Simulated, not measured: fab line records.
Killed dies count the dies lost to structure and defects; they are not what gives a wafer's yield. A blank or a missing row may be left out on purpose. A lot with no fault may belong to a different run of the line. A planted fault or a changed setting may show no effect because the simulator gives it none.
Chamber matching | flow n5_finfet | rie_diel-06 running N5_BEOL_M6_ETCH_61: 4 sister chambers
The step etches SiARC in CF4, target depth 45.5 nm, time 75.8 s. 14 wafers are shown with their chamber, then 7 later ones without.

== EACH WAFER AND ITS CHAMBER ==
wafer  | chamber | throttle_valve_pct (%) | showerhead_plenum_p_Torr (Torr) | oes_product_au (a.u.)
L080.1 | 1       | 15.46                  | 2.12                            | 0.81
L080.3 | 3       | 15.83                  | 2.06                            | 0.63
L080.5 | 0       | 16.07                  | 2.20                            | 0.59
L083.2 | 3       | 15.82                  | 2.06                            | 0.63
L083.4 | 0       | 16.07                  | 2.20                            | 0.59
L083.6 | 1       | 15.45                  | 2.11                            | 0.79
L088.2 | 3       | 15.85                  | 2.05                            | 0.62
L088.3 | 2       | 15.84                  | 2.20                            | 0.58
L088.4 | 0       | 16.09                  | 2.20                            | 0.58
L086.1 | 3       | 15.84                  | 2.05                            | 0.62
L086.3 | 2       | 15.84                  | 2.20                            | 0.57
L086.5 | 0       | 16.10                  | 2.20                            | 0.59
L091.2 | 0       | 16.11                  | 2.20                            | 0.58
L091.5 | 3       | 15.86                  | 2.05                            | 0.61

SIGNATURES (averages over the wafers above)
reading                  | chamber 0 | chamber 1 | chamber 2 | chamber 3 | scatter within a chamber
throttle_valve_pct       | 16.0880   | 15.4550   | 15.8400   | 15.8400   | 0.0153
showerhead_plenum_p_Torr | 2.2000    | 2.1150    | 2.2000    | 2.0540    | 0.00412
oes_product_au           | 0.5860    | 0.8000    | 0.5750    | 0.6220    | 0.00806
Rule: for each reading, subtract the chamber's mean from the wafer's reading, divide by that reading's scatter and square the result; add these up over the readings and take the root, which gives the wafer's distance from the chamber. If the next closest chamber is less than 2 further off than the closest, the wafer can't be placed; otherwise it belongs to the closest. The scatter is the square root of a quotient: the sum, over the shown wafers, of each reading's squared deviation from its chamber's mean, divided by wafers minus chambers.

== WAFERS WITH NO CHAMBER GIVEN ==
wafer  | throttle_valve_pct (%) | showerhead_plenum_p_Torr (Torr) | oes_product_au (a.u.)
L091.6 | 15.86                  | 2.20                            | 0.58
L093.2 | 15.88                  | 2.05                            | 0.61
L093.3 | 15.49                  | 2.11                            | 0.77
L093.4 | 16.13                  | 2.19                            | 0.58
L094.3 | 15.88                  | 2.19                            | 0.56
L094.5 | 15.89                  | 2.05                            | 0.60
L094.6 | 15.53                  | 2.10                            | 0.75

== CHAMBER TAKEN BY EACH ==
wafer  | from the rows above | in truth
L091.6 | 2                   | 2
L093.2 | 3                   | 3
L093.3 | 1                   | 1
L093.4 | 0                   | 0
L094.3 | 2                   | 2
L094.5 | 3                   | 3
L094.6 | 1                   | 1
Correct placement for 7 of the 7. Can't be placed from these rows: 0. Wrongly placed: 0.
